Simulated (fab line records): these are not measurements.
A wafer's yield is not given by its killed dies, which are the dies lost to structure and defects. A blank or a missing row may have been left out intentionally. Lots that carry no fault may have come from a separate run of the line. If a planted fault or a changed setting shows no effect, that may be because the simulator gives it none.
The tool behind it: which one? + flow n5Finfet + route of 1938 steps, sampled at 1 step: 10 lots, 30 wafers

== WHAT THE GAUGES READ, wafer by wafer ==
N5_BEOL_M15_INSPECT_30: inspects for defects (macro).
| lot  | measured     | on               | rawDefectCount |
|------|--------------|------------------|----------------|
| L171 | day 11 02:08 | defectInspect-01 | 3 2 2          |
| L173 | day 11 04:46 | defectInspect-01 | 2 2 1          |
| L172 | day 11 20:10 | defectInspect-02 | 0 3 0          |
| L174 | day 12 06:26 | defectInspect-01 | 2 3 2          |
| L177 | day 13 09:10 | defectInspect-01 | 3 2 2          |
| L181 | day 14 02:08 | defectInspect-02 | 0 2 1          |
| L182 | day 14 22:17 | defectInspect-01 | 1 1 3          |
| L191 | day 16 21:38 | defectInspect-02 | 4 0 1          |
| L192 | day 17 03:19 | defectInspect-02 | 3 1 5          |
| L193 | day 17 07:53 | defectInspect-02 | 3 2 1          |

== WHICH TOOL RAN EACH LOT (tool, then ch and the chambers of the sampled wafers, then the start) ==
The record holds no process step before these readings.

== AS READ BY THE TOOLS THEMSELVES (means over the sampled wafers that have a number; for cases with no such wafer, the mark the record gives instead) ==
The record holds no such reading with a usual standard deviation.

== THE ANSWER, worked out from the rows above alone ==
Rule: the usual values come from the lots themselves. Put in order of their means at a reading, lots are off if they are a third of the lots or fewer, leave a main group of 4 or more, and stand apart from it by a gap of 3 or more times the standard deviation of the main group's means; of several such gaps the widest counts. The tables above print the reading to a certain number of digits; a main group whose means all agree to those digits is not used. A lot without any number at a reading at which 4 lots or more have one is off too. Any other lot the step has rows for is counted as sound. Order of review: gauges by route order, followed by the tools' own readings, for which a lot's mean as printed above is used. The first step at which some lot is off is used, and at that step the reading that is off furthest; a lot without a number counts as furthest.
No lot is off on any of the readings shown, so nothing can be concluded from this.

== WHAT HAD BEEN PUT IN BY THE SIMULATOR ==
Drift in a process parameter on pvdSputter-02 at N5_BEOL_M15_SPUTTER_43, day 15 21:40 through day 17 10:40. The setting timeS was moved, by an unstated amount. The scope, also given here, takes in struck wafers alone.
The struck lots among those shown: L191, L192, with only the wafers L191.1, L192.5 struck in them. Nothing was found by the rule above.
